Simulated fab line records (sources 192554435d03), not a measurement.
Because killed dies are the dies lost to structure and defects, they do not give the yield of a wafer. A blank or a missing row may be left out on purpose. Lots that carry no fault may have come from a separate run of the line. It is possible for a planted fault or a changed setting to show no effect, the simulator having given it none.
Chamber matching	flow n5Finfet	N5_BEOL_M3_ETCH_69 on rieDiel-03 has 4 sister chambers
The step etches SiARC in CF4, target depth 15.6 nm, time 26 s. 20 wafers are shown with their chamber, then 10 later ones without.

== EACH WAFER AND ITS CHAMBER ==
wafer	chamber	showerheadPlenumPTorr (Torr)	throttleValvePct (%)	drypumpMotorCurrentA (A)
L074.3	0	2.13	15.87	5.5
L074.4	2	2.23	15.68	5.0
L074.5	3	2.18	15.55	5.4
L075.2	0	2.13	15.90	5.5
L075.4	3	2.17	15.58	5.4
L075.6	1	2.05	15.28	6.1
L076.1	0	2.13	15.90	5.5
L076.4	2	2.23	15.69	5.0
L076.6	0	2.13	15.91	5.5
L077.1	1	2.05	15.28	6.1
L077.2	0	2.13	15.90	5.6
L077.5	1	2.05	15.28	6.1
L084.3	3	2.17	15.62	5.3
L084.5	0	2.12	15.91	5.5
L084.6	1	2.05	15.28	6.1
L085.3	0	2.12	15.93	5.6
L085.4	2	2.22	15.71	5.0
L085.6	0	2.12	15.93	5.6
L088.3	1	2.05	15.32	6.2
L088.5	1	2.05	15.30	6.2

SIGNATURES (means of the wafers above)
reading	chamber 0	chamber 1	chamber 2	chamber 3	scatter within a chamber
showerheadPlenumPTorr	2.1262	2.0500	2.2267	2.1733	0.00448
throttleValvePct	15.9062	15.2900	15.6933	15.5833	0.0208
drypumpMotorCurrentA	5.537	6.133	5.000	5.367	0.0492
Rule: for each reading, subtract the chamber's mean from the wafer's reading, divide by that reading's scatter and square the result; add these up over the readings and take the root, which gives the wafer's distance from the chamber. If the next closest chamber is less than 2 further off than the closest, the wafer can't be placed; otherwise it belongs to the closest. The scatter: take each reading less its chamber's mean, square it, sum over the shown wafers, divide by the number of wafers less the number of chambers, and take the root.

== WAFERS MISSING THEIR CHAMBER ==
wafer	showerheadPlenumPTorr (Torr)	throttleValvePct (%)	drypumpMotorCurrentA (A)
L088.6	2.22	15.73	5.0
L089.2	2.22	15.75	5.0
L089.4	2.16	15.65	5.4
L089.5	2.05	15.32	6.1
L091.1	2.12	15.96	5.5
L091.3	2.22	15.75	5.0
L091.4	2.16	15.63	5.4
L096.1	2.04	15.33	6.1
L096.3	2.16	15.65	5.4
L096.6	2.12	15.97	5.5

== WHICH CHAMBER EACH WENT THROUGH ==
wafer	from the rows above	in truth
L088.6	2	2
L089.2	2	2
L089.4	3	3
L089.5	1	1
L091.1	0	0
L091.3	2	2
L091.4	3	3
L096.1	1	1
L096.3	3	3
L096.6	0	0
Placed correctly: 10 of 10. Not placeable from these rows: 0. Number placed wrongly: 0.
